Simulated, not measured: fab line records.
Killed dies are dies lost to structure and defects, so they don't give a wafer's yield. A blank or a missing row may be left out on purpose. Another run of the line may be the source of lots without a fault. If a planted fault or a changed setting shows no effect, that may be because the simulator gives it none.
fab line records / flow n5_finfet / part 2 of 2: steps 23 to 28 of 28
record: lots: 5 wafers: 15 last_day: 17
route steps=1938 shown BEOL_M0_SAQP@670
lots that met no fault: taken from a fault-free run of the same line
start_h: start of the lot's first displayed wafer, in hours after the record's first day / wait_h: hours since the lot's step before / " as in the row above / L1.1+2: several wafers, shown together as one row / - no value present, or no start provided / * or withheld: withheld / < > ~ a bound
route shown NAME@n: names a module that has steps shown in the file, with the first one's number in the route / usual: average and standard deviation across the fault-free wafers / same: alike in all rows / chamber/n: place in a boat / sites: per-site readings / _std_site: their standard deviation / _edge_site: inner sites' mean taken away from outer sites' mean / radius_mm: how far each site lies from the wafer's centre / mask NAME#n: copy n / behind: the last tool/chamber to shape the wafer / hold: what put the lot on hold/how long, in hours/how the hold closed / device: transistor that didn't switch, given as n, p or np / end of line: tests run on the same wafers once the route is complete / a step without rows: its recipe alone / killed: dies that structure and defects cost at the first sort, which is not the same as the wafer's yield / map: the dies of a wafer, with x for killed, . for not killed, _ for no die there
set.NAME: the setting as run; set.NAME@STEP: as run at that earlier step / model.NAME: the simulator's own value behind a step, which no gauge read
a table for each step, a row for each wafer; lots at some steps of the route
services: a tool's chamber out of use, with start hour (start_h, from the record's first day; less than 0 if before it), hours out, and reason
== steps ==
step: N5_BEOL_M0_SAQP_DESCUM_45
recipe: chemistry: O2 time_s: 7 source_power_w: 50 bias_power_w: 20 pressure_mtorr: 20 rf_frequency_hz: 2.712e+07 temp_c: 40 resist: CAR-EUV o2_flow_sccm: 225
usual: drypump_motor_current_A: 5.6/0.41 oes_product_au: 0.80/0.088 rf_vpp_V: 242.8/1.5 showerhead_plenum_p_Torr: 2.08/0.075 throttle_valve_pct: 20.41/0.29
lot.wafer=L085.1 tool=rie_diel-05 chamber=3 start_h=181.97 wait_h=0.0 drypump_motor_current_A=5.5 oes_product_au=0.82 rf_hours_counter_h=79 rf_vpp_V=242.9 showerhead_plenum_p_Torr=2.13 throttle_valve_pct=20.64
lot.wafer=L085.2 tool=rie_diel-05 chamber=0 start_h=181.97 wait_h=0.0 drypump_motor_current_A=6.1 oes_product_au=0.93 rf_hours_counter_h=27 rf_vpp_V=242.1 showerhead_plenum_p_Torr=2.05 throttle_valve_pct=20.01
lot.wafer=L085.4 tool=rie_diel-05 chamber=2 start_h=181.97 wait_h=0.0 drypump_motor_current_A=5.8 oes_product_au=0.74 rf_hours_counter_h=140 rf_vpp_V=243.6 showerhead_plenum_p_Torr=2.12 throttle_valve_pct=20.73
lot.wafer=L090.2 tool=rie_diel-04 chamber=1 start_h=208.74 wait_h=0.0 drypump_motor_current_A=5.0 oes_product_au=0.67 rf_hours_counter_h=243 rf_vpp_V=242.0 showerhead_plenum_p_Torr=2.04 throttle_valve_pct=20.43
lot.wafer=L090.3 tool=rie_diel-04 chamber=2 start_h=208.74 wait_h=0.0 drypump_motor_current_A=5.0 oes_product_au=0.72 rf_hours_counter_h=184 rf_vpp_V=242.7 showerhead_plenum_p_Torr=1.99 throttle_valve_pct=20.38
lot.wafer=L090.6 tool=rie_diel-04 chamber=1 start_h=208.74 wait_h=0.0 drypump_motor_current_A=5.0 oes_product_au=0.67 rf_hours_counter_h=- rf_vpp_V=241.8 showerhead_plenum_p_Torr=2.04 throttle_valve_pct=20.46
lot.wafer=L093.1 tool=rie_diel-04 chamber=2 start_h=226.60 wait_h=0.2 drypump_motor_current_A=5.0 oes_product_au=0.73 rf_hours_counter_h=188 rf_vpp_V=240.7 showerhead_plenum_p_Torr=1.99 throttle_valve_pct=20.37
lot.wafer=L093.3 tool=rie_diel-04 chamber=3 start_h=226.60 wait_h=0.2 drypump_motor_current_A=5.4 oes_product_au=0.85 rf_hours_counter_h=47 rf_vpp_V=245.5 showerhead_plenum_p_Torr=2.23 throttle_valve_pct=19.96
lot.wafer=L093.4 tool=rie_diel-04 chamber=1 start_h=226.60 wait_h=0.2 drypump_motor_current_A=5.0 oes_product_au=0.67 rf_hours_counter_h=248 rf_vpp_V=243.9 showerhead_plenum_p_Torr=2.04 throttle_valve_pct=20.46
lot.wafer=L094.1 tool=rie_diel-04 chamber=2 start_h=232.53 wait_h=0.0 drypump_motor_current_A=5.0 oes_product_au=0.73 rf_hours_counter_h=191 rf_vpp_V=241.5 showerhead_plenum_p_Torr=1.99 throttle_valve_pct=20.38
lot.wafer=L094.5 tool=rie_diel-04 chamber=2 start_h=232.53 wait_h=0.0 drypump_motor_current_A=5.0 oes_product_au=0.73 rf_hours_counter_h=- rf_vpp_V=242.1 showerhead_plenum_p_Torr=1.99 throttle_valve_pct=20.39
lot.wafer=L094.6 tool=rie_diel-04 chamber=0 start_h=232.53 wait_h=0.0 drypump_motor_current_A=6.3 oes_product_au=0.84 rf_hours_counter_h=- rf_vpp_V=244.0 showerhead_plenum_p_Torr=2.02 throttle_valve_pct=20.52
lot.wafer=L095.1 tool=rie_diel-04 chamber=2 start_h=242.32 wait_h=0.0 drypump_motor_current_A=5.0 oes_product_au=0.72 rf_hours_counter_h=193 rf_vpp_V=241.8 showerhead_plenum_p_Torr=1.98 throttle_valve_pct=20.37
lot.wafer=L095.2 tool=rie_diel-04 chamber=0 start_h=242.32 wait_h=0.0 drypump_motor_current_A=6.3 oes_product_au=0.83 rf_hours_counter_h=63 rf_vpp_V=243.5 showerhead_plenum_p_Torr=2.02 throttle_valve_pct=20.53
lot.wafer=L095.4 tool=rie_diel-04 chamber=3 start_h=242.32 wait_h=0.0 drypump_motor_current_A=5.4 oes_product_au=0.84 rf_hours_counter_h=- rf_vpp_V=243.8 showerhead_plenum_p_Torr=2.23 throttle_valve_pct=19.97
step: N5_BEOL_M0_SAQP_ETCH_88
recipe: chemistry: N2/H2 target: underlayer target_depth_a: 65 time_s: 5.2 ion_energy_ev: 200 mask_material: CAR-EUV pressure_mtorr: 30 source_w: 840 bias_w: 150 n2_flow_sccm: 200 h2_flow_sccm: 200 ends: cleared
usual: bias_w: 150.0/0.46 drypump_motor_current_A: 5.6/0.41 etch_rf_on_time_s: 5.19/0.11 oes_product_au: 0.68/0.076 rf_vpp_V: 523.4/2.6 showerhead_plenum_p_Torr: 2.52/0.086 throttle_valve_pct: 17.80/0.28
lot.wafer=L085.1 tool=rie_diel-05 chamber=3 start_h=182.01 wait_h=0.0 bias_w=150.6 drypump_motor_current_A=5.4 etch_rf_on_time_s=5.06 oes_product_au=0.71 rf_hours_counter_h=79 rf_vpp_V=524.7 showerhead_plenum_p_Torr=2.55 throttle_valve_pct=17.88
lot.wafer=L085.2 tool=rie_diel-05 chamber=0 start_h=182.01 wait_h=0.0 bias_w=150.3 drypump_motor_current_A=6.1 etch_rf_on_time_s=5.22 oes_product_au=0.78 rf_hours_counter_h=27 rf_vpp_V=519.8 showerhead_plenum_p_Torr=2.50 throttle_valve_pct=17.46
lot.wafer=L085.4 tool=rie_diel-05 chamber=2 start_h=182.01 wait_h=0.0 bias_w=149.7 drypump_motor_current_A=5.8 etch_rf_on_time_s=5.14 oes_product_au=0.64 rf_hours_counter_h=140 rf_vpp_V=524.3 showerhead_plenum_p_Torr=2.54 throttle_valve_pct=18.08
lot.wafer=L090.2 tool=rie_diel-04 chamber=1 start_h=208.78 wait_h=0.0 bias_w=150.3 drypump_motor_current_A=5.1 etch_rf_on_time_s=5.12 oes_product_au=0.57 rf_hours_counter_h=243 rf_vpp_V=524.7 showerhead_plenum_p_Torr=2.48 throttle_valve_pct=17.83
lot.wafer=L090.3 tool=rie_diel-04 chamber=2 start_h=208.78 wait_h=0.0 bias_w=149.8 drypump_motor_current_A=5.0 etch_rf_on_time_s=5.12 oes_product_au=0.64 rf_hours_counter_h=184 rf_vpp_V=522.7 showerhead_plenum_p_Torr=2.43 throttle_valve_pct=17.95
lot.wafer=L090.6 tool=rie_diel-04 chamber=1 start_h=208.78 wait_h=0.0 bias_w=150.0 drypump_motor_current_A=5.1 etch_rf_on_time_s=5.13 oes_product_au=0.58 rf_hours_counter_h=- rf_vpp_V=523.5 showerhead_plenum_p_Torr=2.48 throttle_valve_pct=17.83
lot.wafer=L093.1 tool=rie_diel-04 chamber=2 start_h=226.63 wait_h=0.0 bias_w=150.3 drypump_motor_current_A=5.0 etch_rf_on_time_s=5.10 oes_product_au=0.64 rf_hours_counter_h=188 rf_vpp_V=520.6 showerhead_plenum_p_Torr=2.43 throttle_valve_pct=17.97
lot.wafer=L093.3 tool=rie_diel-04 chamber=3 start_h=226.63 wait_h=0.0 bias_w=150.3 drypump_motor_current_A=5.4 etch_rf_on_time_s=5.25 oes_product_au=0.70 rf_hours_counter_h=47 rf_vpp_V=529.0 showerhead_plenum_p_Torr=2.71 throttle_valve_pct=17.42
lot.wafer=L093.4 tool=rie_diel-04 chamber=1 start_h=226.63 wait_h=0.0 bias_w=150.8 drypump_motor_current_A=5.1 etch_rf_on_time_s=5.13 oes_product_au=0.58 rf_hours_counter_h=248 rf_vpp_V=522.5 showerhead_plenum_p_Torr=2.48 throttle_valve_pct=17.83
lot.wafer=L094.1 tool=rie_diel-04 chamber=2 start_h=232.56 wait_h=0.0 bias_w=149.8 drypump_motor_current_A=5.0 etch_rf_on_time_s=5.08 oes_product_au=0.63 rf_hours_counter_h=191 rf_vpp_V=518.4 showerhead_plenum_p_Torr=2.43 throttle_valve_pct=17.93
lot.wafer=L094.5 tool=rie_diel-04 chamber=2 start_h=232.56 wait_h=0.0 bias_w=149.8 drypump_motor_current_A=5.0 etch_rf_on_time_s=5.06 oes_product_au=0.65 rf_hours_counter_h=- rf_vpp_V=520.6 showerhead_plenum_p_Torr=2.43 throttle_valve_pct=17.94
lot.wafer=L094.6 tool=rie_diel-04 chamber=0 start_h=232.56 wait_h=0.0 bias_w=149.9 drypump_motor_current_A=6.3 etch_rf_on_time_s=5.00 oes_product_au=0.72 rf_hours_counter_h=- rf_vpp_V=523.4 showerhead_plenum_p_Torr=2.48 throttle_valve_pct=18.14
lot.wafer=L095.1 tool=rie_diel-04 chamber=2 start_h=242.36 wait_h=0.0 bias_w=150.2 drypump_motor_current_A=5.0 etch_rf_on_time_s=5.16 oes_product_au=0.62 rf_hours_counter_h=193 rf_vpp_V=521.4 showerhead_plenum_p_Torr=2.43 throttle_valve_pct=17.95
lot.wafer=L095.2 tool=rie_diel-04 chamber=0 start_h=242.36 wait_h=0.0 bias_w=150.1 drypump_motor_current_A=6.3 etch_rf_on_time_s=5.07 oes_product_au=0.72 rf_hours_counter_h=63 rf_vpp_V=521.2 showerhead_plenum_p_Torr=2.48 throttle_valve_pct=18.14
lot.wafer=L095.4 tool=rie_diel-04 chamber=3 start_h=242.36 wait_h=0.0 bias_w=149.1 drypump_motor_current_A=5.4 etch_rf_on_time_s=5.22 oes_product_au=0.73 rf_hours_counter_h=- rf_vpp_V=526.2 showerhead_plenum_p_Torr=2.70 throttle_valve_pct=17.41
step: N5_BEOL_M0_SAQP_ETCH_73
recipe: chemistry: CF4 target: SiARC target_depth_a: 195 mask_material: CAR-EUV time_s: 32.5 ion_energy_ev: 80 pressure_mtorr: 40 source_w: 545 bias_w: 36 Ar_flow_sccm: 100 cf4_flow_sccm: 100 ends: cleared
usual: bias_w: 36.00/0.11 drypump_motor_current_A: 5.6/0.4 etch_rf_on_time_s: 32.4/0.67 mfc_ar_sccm: 100.0/0.3 oes_product_au: 0.68/0.076 rf_vpp_V: 183.9/1.2 showerhead_plenum_p_Torr: 2.12/0.072 throttle_valve_pct: 15.53/0.25
lot.wafer=L085.1 tool=rie_diel-05 chamber=3 start_h=182.03 wait_h=0.0 bias_w=36.04 drypump_motor_current_A=5.4 etch_rf_on_time_s=31.6 mfc_ar_sccm=99.7 oes_product_au=0.70 rf_hours_counter_h=79 rf_vpp_V=184.7 showerhead_plenum_p_Torr=2.15 throttle_valve_pct=15.60
lot.wafer=L085.2 tool=rie_diel-05 chamber=0 start_h=182.03 wait_h=0.0 bias_w=36.01 drypump_motor_current_A=6.1 etch_rf_on_time_s=32.7 mfc_ar_sccm=100.3 oes_product_au=0.79 rf_hours_counter_h=27 rf_vpp_V=183.9 showerhead_plenum_p_Torr=2.10 throttle_valve_pct=15.12
lot.wafer=L085.4 tool=rie_diel-05 chamber=2 start_h=182.03 wait_h=0.0 bias_w=36.21 drypump_motor_current_A=5.8 etch_rf_on_time_s=33.0 mfc_ar_sccm=100.1 oes_product_au=0.63 rf_hours_counter_h=140 rf_vpp_V=183.8 showerhead_plenum_p_Torr=2.14 throttle_valve_pct=15.73
lot.wafer=L090.2 tool=rie_diel-04 chamber=1 start_h=208.79 wait_h=0.0 bias_w=36.01 drypump_motor_current_A=5.0 etch_rf_on_time_s=32.2 mfc_ar_sccm=100.0 oes_product_au=0.57 rf_hours_counter_h=243 rf_vpp_V=183.4 showerhead_plenum_p_Torr=2.10 throttle_valve_pct=15.73
lot.wafer=L090.3 tool=rie_diel-04 chamber=2 start_h=208.79 wait_h=0.0 bias_w=36.04 drypump_motor_current_A=5.0 etch_rf_on_time_s=31.8 mfc_ar_sccm=100.0 oes_product_au=0.64 rf_hours_counter_h=184 rf_vpp_V=184.9 showerhead_plenum_p_Torr=2.04 throttle_valve_pct=15.61
lot.wafer=L090.6 tool=rie_diel-04 chamber=1 start_h=208.79 wait_h=0.0 bias_w=36.06 drypump_motor_current_A=5.0 etch_rf_on_time_s=32.2 mfc_ar_sccm=99.6 oes_product_au=0.57 rf_hours_counter_h=- rf_vpp_V=183.4 showerhead_plenum_p_Torr=2.10 throttle_valve_pct=15.76
lot.wafer=L093.1 tool=rie_diel-04 chamber=2 start_h=226.65 wait_h=0.0 bias_w=35.91 drypump_motor_current_A=5.0 etch_rf_on_time_s=31.6 mfc_ar_sccm=99.8 oes_product_au=0.65 rf_hours_counter_h=188 rf_vpp_V=183.1 showerhead_plenum_p_Torr=2.04 throttle_valve_pct=15.61
lot.wafer=L093.3 tool=rie_diel-04 chamber=3 start_h=226.65 wait_h=0.0 bias_w=36.08 drypump_motor_current_A=5.4 etch_rf_on_time_s=32.7 mfc_ar_sccm=100.2 oes_product_au=0.71 rf_hours_counter_h=47 rf_vpp_V=185.0 showerhead_plenum_p_Torr=2.28 throttle_valve_pct=15.16
lot.wafer=L093.4 tool=rie_diel-04 chamber=1 start_h=226.65 wait_h=0.0 bias_w=35.88 drypump_motor_current_A=5.0 etch_rf_on_time_s=32.0 mfc_ar_sccm=99.8 oes_product_au=0.57 rf_hours_counter_h=248 rf_vpp_V=184.6 showerhead_plenum_p_Torr=2.10 throttle_valve_pct=15.77
lot.wafer=L094.1 tool=rie_diel-04 chamber=2 start_h=232.58 wait_h=0.0 bias_w=35.99 drypump_motor_current_A=5.0 etch_rf_on_time_s=32.3 mfc_ar_sccm=99.6 oes_product_au=0.63 rf_hours_counter_h=191 rf_vpp_V=182.6 showerhead_plenum_p_Torr=2.04 throttle_valve_pct=15.60
lot.wafer=L094.5 tool=rie_diel-04 chamber=2 start_h=232.58 wait_h=0.0 bias_w=35.91 drypump_motor_current_A=5.0 etch_rf_on_time_s=32.2 mfc_ar_sccm=100.5 oes_product_au=0.63 rf_hours_counter_h=- rf_vpp_V=181.8 showerhead_plenum_p_Torr=2.04 throttle_valve_pct=15.62
lot.wafer=L094.6 tool=rie_diel-04 chamber=0 start_h=232.58 wait_h=0.0 bias_w=36.10 drypump_motor_current_A=6.3 etch_rf_on_time_s=31.4 mfc_ar_sccm=100.2 oes_product_au=0.73 rf_hours_counter_h=- rf_vpp_V=184.6 showerhead_plenum_p_Torr=2.07 throttle_valve_pct=15.69
lot.wafer=L095.1 tool=rie_diel-04 chamber=2 start_h=242.37 wait_h=0.0 bias_w=35.99 drypump_motor_current_A=5.0 etch_rf_on_time_s=32.2 mfc_ar_sccm=100.0 oes_product_au=0.63 rf_hours_counter_h=193 rf_vpp_V=182.3 showerhead_plenum_p_Torr=2.04 throttle_valve_pct=15.61
lot.wafer=L095.2 tool=rie_diel-04 chamber=0 start_h=242.37 wait_h=0.0 bias_w=35.80 drypump_motor_current_A=6.3 etch_rf_on_time_s=31.4 mfc_ar_sccm=99.6 oes_product_au=0.72 rf_hours_counter_h=63 rf_vpp_V=183.4 showerhead_plenum_p_Torr=2.07 throttle_valve_pct=15.68
lot.wafer=L095.4 tool=rie_diel-04 chamber=3 start_h=242.37 wait_h=0.0 bias_w=35.87 drypump_motor_current_A=5.4 etch_rf_on_time_s=32.5 mfc_ar_sccm=100.0 oes_product_au=0.71 rf_hours_counter_h=- rf_vpp_V=185.8 showerhead_plenum_p_Torr=2.28 throttle_valve_pct=15.18
step: N5_BEOL_M0_SAQP_CUT_ETCH_46
recipe: chemistry: N2/H2 target: SOC target_depth_a: 1350 overetch_a: 270 temp_c: 40 time_s: 202.5 ion_energy_ev: 200 mask_material: SiARC pressure_mtorr: 30 source_w: 840 bias_w: 150 n2_flow_sccm: 200 h2_flow_sccm: 200
usual: bias_w: 150.0/0.41 drypump_motor_current_A: 5.6/0.4 rf_vpp_V: 523.3/2.5 showerhead_plenum_p_Torr: 2.52/0.086 throttle_valve_pct: 17.76/0.28
lot.wafer=L085.1 tool=rie_diel-05 chamber=3 start_h=182.06 wait_h=0.0 bias_w=150.7 drypump_motor_current_A=5.5 rf_hours_counter_h=79 rf_vpp_V=524.4 showerhead_plenum_p_Torr=2.55 throttle_valve_pct=17.81
lot.wafer=L085.2 tool=rie_diel-05 chamber=0 start_h=182.06 wait_h=0.0 bias_w=150.8 drypump_motor_current_A=6.1 rf_hours_counter_h=27 rf_vpp_V=522.4 showerhead_plenum_p_Torr=2.50 throttle_valve_pct=17.43
lot.wafer=L085.4 tool=rie_diel-05 chamber=2 start_h=182.06 wait_h=0.0 bias_w=149.4 drypump_motor_current_A=5.8 rf_hours_counter_h=140 rf_vpp_V=523.7 showerhead_plenum_p_Torr=2.54 throttle_valve_pct=18.03
lot.wafer=L090.2 tool=rie_diel-04 chamber=1 start_h=208.83 wait_h=0.0 bias_w=150.5 drypump_motor_current_A=5.1 rf_hours_counter_h=243 rf_vpp_V=523.1 showerhead_plenum_p_Torr=2.48 throttle_valve_pct=17.79
lot.wafer=L090.3 tool=rie_diel-04 chamber=2 start_h=208.83 wait_h=0.0 bias_w=150.2 drypump_motor_current_A=5.0 rf_hours_counter_h=184 rf_vpp_V=519.8 showerhead_plenum_p_Torr=2.43 throttle_valve_pct=17.90
lot.wafer=L090.6 tool=rie_diel-04 chamber=1 start_h=208.83 wait_h=0.0 bias_w=149.8 drypump_motor_current_A=5.1 rf_hours_counter_h=- rf_vpp_V=522.8 showerhead_plenum_p_Torr=2.48 throttle_valve_pct=17.78
lot.wafer=L093.1 tool=rie_diel-04 chamber=2 start_h=226.68 wait_h=0.0 bias_w=149.8 drypump_motor_current_A=5.0 rf_hours_counter_h=188 rf_vpp_V=520.7 showerhead_plenum_p_Torr=2.43 throttle_valve_pct=17.89
lot.wafer=L093.3 tool=rie_diel-04 chamber=3 start_h=226.68 wait_h=0.0 bias_w=149.8 drypump_motor_current_A=5.4 rf_hours_counter_h=47 rf_vpp_V=528.1 showerhead_plenum_p_Torr=2.71 throttle_valve_pct=17.40
lot.wafer=L093.4 tool=rie_diel-04 chamber=1 start_h=226.68 wait_h=0.0 bias_w=150.3 drypump_motor_current_A=5.0 rf_hours_counter_h=248 rf_vpp_V=523.7 showerhead_plenum_p_Torr=2.48 throttle_valve_pct=17.79
lot.wafer=L094.1 tool=rie_diel-04 chamber=2 start_h=232.61 wait_h=0.0 bias_w=149.7 drypump_motor_current_A=5.0 rf_hours_counter_h=191 rf_vpp_V=519.6 showerhead_plenum_p_Torr=2.43 throttle_valve_pct=17.93
lot.wafer=L094.5 tool=rie_diel-04 chamber=2 start_h=232.61 wait_h=0.0 bias_w=149.2 drypump_motor_current_A=5.0 rf_hours_counter_h=- rf_vpp_V=521.1 showerhead_plenum_p_Torr=2.43 throttle_valve_pct=17.91
lot.wafer=L094.6 tool=rie_diel-04 chamber=0 start_h=232.61 wait_h=0.0 bias_w=150.4 drypump_motor_current_A=6.3 rf_hours_counter_h=- rf_vpp_V=520.6 showerhead_plenum_p_Torr=2.48 throttle_valve_pct=18.10
lot.wafer=L095.1 tool=rie_diel-04 chamber=2 start_h=242.41 wait_h=0.0 bias_w=149.8 drypump_motor_current_A=5.0 rf_hours_counter_h=193 rf_vpp_V=520.8 showerhead_plenum_p_Torr=2.43 throttle_valve_pct=17.93
lot.wafer=L095.2 tool=rie_diel-04 chamber=0 start_h=242.41 wait_h=0.0 bias_w=150.0 drypump_motor_current_A=6.3 rf_hours_counter_h=63 rf_vpp_V=522.1 showerhead_plenum_p_Torr=2.48 throttle_valve_pct=18.09
lot.wafer=L095.4 tool=rie_diel-04 chamber=3 start_h=242.41 wait_h=0.0 bias_w=149.8 drypump_motor_current_A=5.4 rf_hours_counter_h=- rf_vpp_V=527.9 showerhead_plenum_p_Torr=2.70 throttle_valve_pct=17.39
step: N5_BEOL_M0_SAQP_STRIP_74
recipe: chemistry: N2/H2 temp_c: 40 n2_flow_sccm: 200 h2_flow_sccm: 200 rf_frequency_hz: 6e+07
lot.wafer=L085.1+2+4 tool=rie_diel-05 chamber=3,0,2 start_h=182.21 wait_h=0.1
lot.wafer=L090.2+3+6 tool=rie_diel-04 chamber=1,2,1 start_h=208.98 wait_h=0.1
lot.wafer=L093.1+3+4 tool=rie_diel-04 chamber=2,3,1 start_h=226.84 wait_h=0.1
lot.wafer=L094.1+5+6 tool=rie_diel-04 chamber=2,2,0 start_h=232.77 wait_h=0.1
lot.wafer=L095.1+2+4 tool=rie_diel-04 chamber=2,0,3 start_h=242.56 wait_h=0.1
step: N5_BEOL_M0_SAQP_STRIP_89
recipe: chemistry: N2/H2 temp_c: 40 n2_flow_sccm: 200 h2_flow_sccm: 200 rf_frequency_hz: 6e+07
lot.wafer=L085.1+2+4 tool=rie_diel-05 chamber=3,0,2 start_h=182.22 wait_h=0.0
lot.wafer=L090.2+3+6 tool=rie_diel-04 chamber=1,2,1 start_h=208.99 wait_h=0.0
lot.wafer=L093.1+3+4 tool=rie_diel-04 chamber=2,3,1 start_h=226.85 wait_h=0.0
lot.wafer=L094.1+5+6 tool=rie_diel-04 chamber=2,2,0 start_h=232.78 wait_h=0.0
lot.wafer=L095.1+2+4 tool=rie_diel-04 chamber=2,0,3 start_h=242.57 wait_h=0.0
== services ==
tool=euv_scanner-02 chamber=- start_h=159.97 hours=0.4 kind=repair
tool=rie_diel-03 chamber=2 start_h=161.67 hours=4.7 kind=repair
tool=litho_track-01 chamber=- start_h=170.54 hours=- kind=consumable_replace:filter
tool=vapor_etch-02 chamber=- start_h=181.16 hours=0.7 kind=repair
tool=euv_scanner-02 chamber=- start_h=181.53 hours=1.0 kind=pm
tool=euv_scanner-01 chamber=- start_h=194.85 hours=1.0 kind=pm
tool=rie_diel-04 chamber=- start_h=199.56 hours=1.0 kind=repair
tool=rie_si-03 chamber=1 start_h=203.01 hours=6.3 kind=repair
tool=rie_si-01 chamber=1 start_h=212.92 hours=2.8 kind=repair
tool=euv_scanner-02 chamber=- start_h=216.93 hours=4.6 kind=pm
tool=rie_si-03 chamber=2 start_h=221.45 hours=8.0 kind=repair
tool=euv_scanner-01 chamber=- start_h=221.53 hours=4.6 kind=pm
tool=rie_diel-04 chamber=1 start_h=231.91 hours=- kind=clean
tool=rie_diel-04 chamber=1 start_h=231.91 hours=- kind=consumable_replace:focus_ring
tool=rie_diel-04 chamber=1 start_h=231.91 hours=14.9 kind=scheduled_down
tool=rie_diel-04 chamber=1 start_h=231.91 hours=14.9 kind=vent_cycle
tool=rie_si-01 chamber=- start_h=234.09 hours=0.3 kind=repair
tool=euv_scanner-02 chamber=0 start_h=234.95 hours=- kind=calibration
tool=euv_scanner-02 chamber=- start_h=237.68 hours=1.0 kind=pm
tool=rie_si-03 chamber=1 start_h=239.48 hours=3.2 kind=repair
